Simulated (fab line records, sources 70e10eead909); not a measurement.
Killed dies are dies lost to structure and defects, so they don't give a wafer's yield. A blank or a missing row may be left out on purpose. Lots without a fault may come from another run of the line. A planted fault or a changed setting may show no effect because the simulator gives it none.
Chamber matching | flow nand_harc | NHARC_A_STAIRCASE_ALD_415 on ald_hk-04: 4 sister chambers
The step deposits SiO2, target thk 30 nm, pulse time 6 s, ald cycles 300. 18 wafers are shown with their chamber, then 9 later ones without.

WAFERS WITH THEIR CHAMBER
wafer  | chamber | heater_power_w (W) | precursor_pulse_height_rel
L075.1 | 1       | 465                | 1.013
L075.3 | 0       | 450                | 1.007
L075.5 | 0       | 449                | 1.018
L077.2 | 3       | 431                | 0.976
L077.3 | 2       | 412                | 0.977
L077.6 | 3       | 416                | 1.045
L078.1 | 0       | 450                | 1.010
L078.2 | 2       | 404                | 1.035
L078.3 | 1       | 472                | 1.014
L080.1 | 0       | 378                | 0.992
L080.4 | 2       | 437                | 0.969
L080.6 | 0       | 378                | 1.016
L082.2 | 2       | 441                | 0.960
L082.3 | 3       | 416                | 1.018
L082.5 | 0       | 386                | 0.986
L084.3 | 2       | 421                | 0.995
L084.4 | 0       | 387                | 1.016
L084.5 | 0       | 380                | 0.985

SIGNATURES (means of the wafers above)
reading                    | chamber 0 | chamber 1 | chamber 2 | chamber 3 | scatter within a chamber
heater_power_w             | 407.25    | 468.50    | 423.00    | 421.00    | 26.6
precursor_pulse_height_rel | 1.00375   | 1.01350   | 0.98720   | 1.01300   | 0.0228
Rule: a wafer's distance from a chamber is the root of the sum, over the readings, of the square of ((its reading less the chamber's mean) divided by the reading's scatter). The wafer belongs to the nearest chamber; if the next one is less than 2 further off, it can't be placed. The scatter: the root of (the sum of the squares of (reading less its chamber's mean) over the shown wafers, divided by (wafers less chambers)).

WAFERS WITHOUT THEIR CHAMBER
wafer  | heater_power_w (W) | precursor_pulse_height_rel
L089.2 | 422                | 1.004
L089.3 | 510                | 0.998
L089.5 | 506                | 1.000
L091.2 | 508                | 1.006
L091.4 | 434                | 0.971
L091.5 | 383                | 1.049
L095.2 | 382                | 1.015
L095.3 | 424                | 1.005
L095.6 | 387                | 0.966

WHICH CHAMBER EACH WENT THROUGH
wafer  | from the rows above               | in truth
L089.2 | can't be placed: 3 or 0 or 2 or 1 | 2
L089.3 | can't be placed: 1 or 2 or 3      | 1
L089.5 | can't be placed: 1 or 2 or 3      | 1
L091.2 | can't be placed: 1 or 3 or 2      | 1
L091.4 | can't be placed: 2 or 0 or 3 or 1 | 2
L091.5 | can't be placed: 3 or 0 or 2 or 1 | 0
L095.2 | can't be placed: 0 or 3 or 2      | 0
L095.3 | can't be placed: 3 or 0 or 2 or 1 | 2
L095.6 | can't be placed: 2 or 0 or 3      | 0
Placed correctly: 0 of 9. Can't be placed from these rows: 9 (the true chamber is among the candidates in 9). Placed wrongly: 0.
